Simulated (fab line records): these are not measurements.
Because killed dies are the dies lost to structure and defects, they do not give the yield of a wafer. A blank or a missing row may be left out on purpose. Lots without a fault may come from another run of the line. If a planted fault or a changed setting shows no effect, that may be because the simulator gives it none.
Which tool is to blame? :: flow nandHarc :: 14 lots with 42 wafers sampled at 5 steps, on a route of 1159 steps

## WHAT EACH GAUGE READ, for each wafer
NHARC_END_SORT_01. Usual: killedAtArray 25, standard deviation 9.5; killedAtOther 0.8, standard deviation 1.2; killedAtPeriphery 3.4, standard deviation 2.2; killedDies 29, standard deviation 10; killedOpen 3.3, standard deviation 1.8; killedShort 2.1, standard deviation 1.4.
lot: L633
measured: day 19 19:06
on: prober-02
killedAtArray: 24 16 27
killedAtOther: 0 2 0
killedAtPeriphery: 2 1 2
killedDies: 26 19 29
killedOpen: 5 5 6
killedShort: 2 1 1
flag: 

lot: L640
measured: day 21 05:53
on: prober-02
killedAtArray: 35 35 28
killedAtOther: 1 0 1
killedAtPeriphery: 6 5 1
killedDies: 42 40 30
killedOpen: 5 7 1
killedShort: 4 0 0
flag: 

lot: L643
measured: day 22 00:49
on: prober-02
killedAtArray: 28 38 42
killedAtOther: 1 0 0
killedAtPeriphery: 617 617 601
killedDies: 646 655 643
killedOpen: 2 3 4
killedShort: 0 2 3
flag: OFF

lot: L646
measured: day 22 06:58
on: prober-02
killedAtArray: 29 26 15
killedAtOther: 0 0 0
killedAtPeriphery: 5 6 4
killedDies: 34 32 19
killedOpen: 6 4 3
killedShort: 3 1 3
flag: 

lot: L645
measured: day 22 06:49
on: prober-01
killedAtArray: 20 29 31
killedAtOther: 0 0 0
killedAtPeriphery: 622 610 616
killedDies: 642 639 647
killedOpen: 0 1 6
killedShort: 4 5 0
flag: OFF

lot: L644
measured: day 23 07:20
on: prober-02
killedAtArray: 19 23 19
killedAtOther: 2 5 1
killedAtPeriphery: 638 617 626
killedDies: 659 645 646
killedOpen: 7 1 2
killedShort: 3 3 2
flag: OFF

lot: L647
measured: day 23 19:14
on: prober-01
killedAtArray: 34 30 25
killedAtOther: 1 4 4
killedAtPeriphery: 1 0 3
killedDies: 36 34 32
killedOpen: 2 1 2
killedShort: 4 1 3
flag: 

lot: L649
measured: day 23 21:16
on: prober-02
killedAtArray: 50 35 43
killedAtOther: 2 0 1
killedAtPeriphery: 4 6 6
killedDies: 56 41 50
killedOpen: 5 3 7
killedShort: 0 2 1
flag: 

lot: L648
measured: day 24 03:52
on: prober-01
killedAtArray: 13 27 15
killedAtOther: 0 0 0
killedAtPeriphery: 5 7 4
killedDies: 18 34 19
killedOpen: 8 6 5
killedShort: 1 3 3
flag: 

lot: L650
measured: day 23 08:07
on: prober-01
killedAtArray: 27 33 40
killedAtOther: 0 3 4
killedAtPeriphery: 4 6 2
killedDies: 31 42 46
killedOpen: 3 5 4
killedShort: 1 4 1
flag: 

lot: L652
measured: day 24 10:02
on: prober-01
killedAtArray: 30 31 25
killedAtOther: 0 0 2
killedAtPeriphery: 6 3 6
killedDies: 36 34 33
killedOpen: 2 3 5
killedShort: 2 3 2
flag: 

lot: L651
measured: day 24 07:02
on: prober-02
killedAtArray: 32 30 37
killedAtOther: 0 0 1
killedAtPeriphery: 2 0 0
killedDies: 34 30 38
killedOpen: 2 3 6
killedShort: 5 1 1
flag: 

lot: L655
measured: day 25 07:31
on: prober-02
killedAtArray: 31 22 29
killedAtOther: 1 0 2
killedAtPeriphery: 2 3 2
killedDies: 34 25 33
killedOpen: 3 5 4
killedShort: 2 2 4
flag: 

lot: L656
measured: day 25 02:05
on: prober-02
killedAtArray: 20 15 20
killedAtOther: 0 1 1
killedAtPeriphery: 5 3 4
killedDies: 25 19 25
killedOpen: 8 3 4
killedShort: 4 2 0
flag: 

## TOOL THAT RAN EACH LOT (tool first, then ch and the chambers of the sampled wafers, then the start)
lot: L633
NHARC_P_GATE_SPUTTER_78: pvdSputter-01, day 5 11:17
NHARC_THIN_TSV_ETCH_15: rieSi-01 ch 0,1,2, day 19 02:46
NHARC_THIN_TSV_DEP_47: pecvd-03 ch 0,1, day 19 03:47
NHARC_THIN_TSV_DEGAS_49: pvdSputter-02, day 19 04:43

lot: L640
NHARC_P_GATE_SPUTTER_78: pvdSputter-03, day 7 01:29
NHARC_THIN_TSV_ETCH_15: rieSi-01 ch 1,3, day 20 16:34
NHARC_THIN_TSV_DEP_47: pecvd-04 ch 0,1,2, day 20 17:35
NHARC_THIN_TSV_DEGAS_49: pvdSputter-02, day 20 18:46

lot: L643
NHARC_P_GATE_SPUTTER_78: pvdSputter-03, day 7 16:25
NHARC_THIN_TSV_ETCH_15: -
NHARC_THIN_TSV_DEP_47: -
NHARC_THIN_TSV_DEGAS_49: -

lot: L646
NHARC_P_GATE_SPUTTER_78: pvdSputter-02, day 8 16:58
NHARC_THIN_TSV_ETCH_15: rieSi-03 ch 1,2,3, day 21 08:50
NHARC_THIN_TSV_DEP_47: pecvd-03 ch 0,2, day 21 09:53
NHARC_THIN_TSV_DEGAS_49: pvdSputter-01, day 21 10:46

lot: L645
NHARC_P_GATE_SPUTTER_78: pvdSputter-02, day 8 18:11
NHARC_THIN_TSV_ETCH_15: -
NHARC_THIN_TSV_DEP_47: -
NHARC_THIN_TSV_DEGAS_49: -

lot: L644
NHARC_P_GATE_SPUTTER_78: pvdSputter-03, day 8 23:28
NHARC_THIN_TSV_ETCH_15: -
NHARC_THIN_TSV_DEP_47: -
NHARC_THIN_TSV_DEGAS_49: -

lot: L647
NHARC_P_GATE_SPUTTER_78: pvdSputter-01, day 9 03:59
NHARC_THIN_TSV_ETCH_15: rieSi-01 ch 0,1,2, day 23 01:11
NHARC_THIN_TSV_DEP_47: pecvd-03 ch 0,2, day 23 02:14
NHARC_THIN_TSV_DEGAS_49: pvdSputter-01, day 23 03:08

lot: L649
NHARC_P_GATE_SPUTTER_78: pvdSputter-01, day 9 09:14
NHARC_THIN_TSV_ETCH_15: rieSi-03 ch 1,3, day 23 06:47
NHARC_THIN_TSV_DEP_47: pecvd-03 ch 1,2, day 23 08:01
NHARC_THIN_TSV_DEGAS_49: pvdSputter-02, day 23 08:58

lot: L648
NHARC_P_GATE_SPUTTER_78: pvdSputter-02, day 9 09:47
NHARC_THIN_TSV_ETCH_15: rieSi-06 ch 0,2,3, day 23 08:05
NHARC_THIN_TSV_DEP_47: pecvd-03 ch 0,1,2, day 23 09:12
NHARC_THIN_TSV_DEGAS_49: pvdSputter-03, day 23 10:17

lot: L650
NHARC_P_GATE_SPUTTER_78: pvdSputter-01, day 9 18:58
NHARC_THIN_TSV_ETCH_15: rieSi-06 ch 0,2,3, day 22 18:22
NHARC_THIN_TSV_DEP_47: pecvd-04 ch 0,1, day 22 19:25
NHARC_THIN_TSV_DEGAS_49: pvdSputter-02, day 22 20:18

lot: L652
NHARC_P_GATE_SPUTTER_78: pvdSputter-01, day 10 02:38
NHARC_THIN_TSV_ETCH_15: rieSi-01 ch 0,2,3, day 23 16:52
NHARC_THIN_TSV_DEP_47: pecvd-03 ch 1,2, day 23 18:29
NHARC_THIN_TSV_DEGAS_49: pvdSputter-03, day 23 19:29

lot: L651
NHARC_P_GATE_SPUTTER_78: pvdSputter-03, day 10 07:46
NHARC_THIN_TSV_ETCH_15: rieSi-01 ch 0,2,3, day 23 13:05
NHARC_THIN_TSV_DEP_47: pecvd-01 ch 1,2, day 23 14:23
NHARC_THIN_TSV_DEGAS_49: pvdSputter-03, day 23 16:31

lot: L655
NHARC_P_GATE_SPUTTER_78: pvdSputter-03, day 10 19:23
NHARC_THIN_TSV_ETCH_15: rieSi-06 ch 0,1,3, day 24 14:36
NHARC_THIN_TSV_DEP_47: pecvd-01 ch 0,1, day 24 15:41
NHARC_THIN_TSV_DEGAS_49: pvdSputter-01, day 24 16:34

lot: L656
NHARC_P_GATE_SPUTTER_78: pvdSputter-03, day 11 07:52
NHARC_THIN_TSV_ETCH_15: rieSi-06 ch 0,1, day 24 11:56
NHARC_THIN_TSV_DEP_47: pecvd-03 ch 0,1,2, day 24 13:12
NHARC_THIN_TSV_DEGAS_49: pvdSputter-01, day 24 14:04
- NHARC_P_GATE_SPUTTER_78: material Ni, target thk 10 nm.
- NHARC_THIN_TSV_ETCH_15: target depth 3000 nm, bosch target overetch cycles 2, bosch etch step 2.8 s.
- NHARC_THIN_TSV_DEP_47: deposits SiO2, target thk 200 nm.
- NHARC_THIN_TSV_DEGAS_49: time 120 s.

## AS READ BY THE TOOLS THEMSELVES (means over the sampled wafers that have a number; for cases with no such wafer, the mark the record gives instead)
NHARC_THIN_TSV_ETCH_15. Usual: drypumpMotorCurrentA 5.6 A, standard deviation 0.42; heBacksideLeakSccm 2.58 sccm, standard deviation 0.21.
lot: L633
tool: rieSi-01
drypumpMotorCurrentA (A): 5.8
heBacksideLeakSccm (sccm): 2.75
flag: 

lot: L640
tool: rieSi-01
drypumpMotorCurrentA (A): 6.4
heBacksideLeakSccm (sccm): 2.68
flag: 

lot: L646
tool: rieSi-03
drypumpMotorCurrentA (A): 5.5
heBacksideLeakSccm (sccm): 2.75
flag: 

lot: L647
tool: rieSi-01
drypumpMotorCurrentA (A): 5.7
heBacksideLeakSccm (sccm): 2.55
flag: 

lot: L649
tool: rieSi-03
drypumpMotorCurrentA (A): 5.4
heBacksideLeakSccm (sccm): 2.53
flag: 

lot: L648
tool: rieSi-06
drypumpMotorCurrentA (A): 5.6
heBacksideLeakSccm (sccm): 2.59
flag: 

lot: L650
tool: rieSi-06
drypumpMotorCurrentA (A): 5.6
heBacksideLeakSccm (sccm): 2.53
flag: 

lot: L652
tool: rieSi-01
drypumpMotorCurrentA (A): 5.6
heBacksideLeakSccm (sccm): 3.02
flag: 

lot: L651
tool: rieSi-01
drypumpMotorCurrentA (A): 5.6
heBacksideLeakSccm (sccm): 2.60
flag: 

lot: L655
tool: rieSi-06
drypumpMotorCurrentA (A): 5.7
heBacksideLeakSccm (sccm): 2.52
flag: 

lot: L656
tool: rieSi-06
drypumpMotorCurrentA (A): 5.6
heBacksideLeakSccm (sccm): 2.34
flag: 

NHARC_THIN_TSV_DEP_47. Usual: chamberPressureTorr 6.500 Torr, standard deviation 0.015; throttleValvePct 16.2 %, standard deviation 0.44.
lot: L633
tool: pecvd-03
chamberPressureTorr (Torr): 6.508
throttleValvePct (%): 16.6
flag: 

lot: L640
tool: pecvd-04
chamberPressureTorr (Torr): 6.491
throttleValvePct (%): 16.0
flag: 

lot: L646
tool: pecvd-03
chamberPressureTorr (Torr): 6.510
throttleValvePct (%): 16.2
flag: 

lot: L647
tool: pecvd-03
chamberPressureTorr (Torr): 6.510
throttleValvePct (%): 16.7
flag: 

lot: L649
tool: pecvd-03
chamberPressureTorr (Torr): 6.515
throttleValvePct (%): 16.6
flag: 

lot: L648
tool: pecvd-03
chamberPressureTorr (Torr): 6.510
throttleValvePct (%): 16.6
flag: 

lot: L650
tool: pecvd-04
chamberPressureTorr (Torr): 6.486
throttleValvePct (%): 16.0
flag: 

lot: L652
tool: pecvd-03
chamberPressureTorr (Torr): 6.511
throttleValvePct (%): 16.8
flag: 

lot: L651
tool: pecvd-01
chamberPressureTorr (Torr): 6.496
throttleValvePct (%): 15.8
flag: 

lot: L655
tool: pecvd-01
chamberPressureTorr (Torr): 6.510
throttleValvePct (%): 15.7
flag: 

lot: L656
tool: pecvd-03
chamberPressureTorr (Torr): 6.488
throttleValvePct (%): 16.9
flag: 

NHARC_THIN_TSV_DEGAS_49. Usual: heaterPowerW 491 W, standard deviation 51; susceptorTempC 299.98 C, standard deviation 0.17.
lot: L633
tool: pvdSputter-02
heaterPowerW (W): 487
susceptorTempC (C): 299.82
flag: 

lot: L640
tool: pvdSputter-02
heaterPowerW (W): 485
susceptorTempC (C): 299.86
flag: 

lot: L646
tool: pvdSputter-01
heaterPowerW (W): 485
susceptorTempC (C): 299.77
flag: 

lot: L647
tool: pvdSputter-01
heaterPowerW (W): 486
susceptorTempC (C): 299.96
flag: 

lot: L649
tool: pvdSputter-02
heaterPowerW (W): 446
susceptorTempC (C): 300.06
flag: 

lot: L648
tool: pvdSputter-03
heaterPowerW (W): 474
susceptorTempC (C): 299.93
flag: 

lot: L650
tool: pvdSputter-02
heaterPowerW (W): 534
susceptorTempC (C): 299.91
flag: 

lot: L652
tool: pvdSputter-03
heaterPowerW (W): 513
susceptorTempC (C): -
flag: OFF

lot: L651
tool: pvdSputter-03
heaterPowerW (W): 566
susceptorTempC (C): 299.93
flag: 

lot: L655
tool: pvdSputter-01
heaterPowerW (W): 477
susceptorTempC (C): 300.00
flag: 

lot: L656
tool: pvdSputter-01
heaterPowerW (W): 496
susceptorTempC (C): 300.01
flag: 

## THE ANSWER, worked out from the rows above alone
Rule: a lot counts as off when the mean over its wafers that have a number is more than 3 standard deviations away from the usual mean. Also off: a lot with no number at a reading for which 4 or more lots have one. The other lots that the step has rows for count as sound. Order of review: gauges by route order, followed by the tools' own readings, for which a lot's mean as printed above is used. At the first step where some lot is off, the reading lying furthest off is the one used; lots without a number count as furthest.
Off at NHARC_END_SORT_01 (killedAtPeriphery): L643, L645, L644.
If a tool, at a process step before that reading, ran all the lots that are off and no sound lot after the first of them, it fits. The gauges at NHARC_END_SORT_01 are tried like those tools. Of those tried, none fits.

## WHAT WAS PUT IN BY THE SIMULATOR
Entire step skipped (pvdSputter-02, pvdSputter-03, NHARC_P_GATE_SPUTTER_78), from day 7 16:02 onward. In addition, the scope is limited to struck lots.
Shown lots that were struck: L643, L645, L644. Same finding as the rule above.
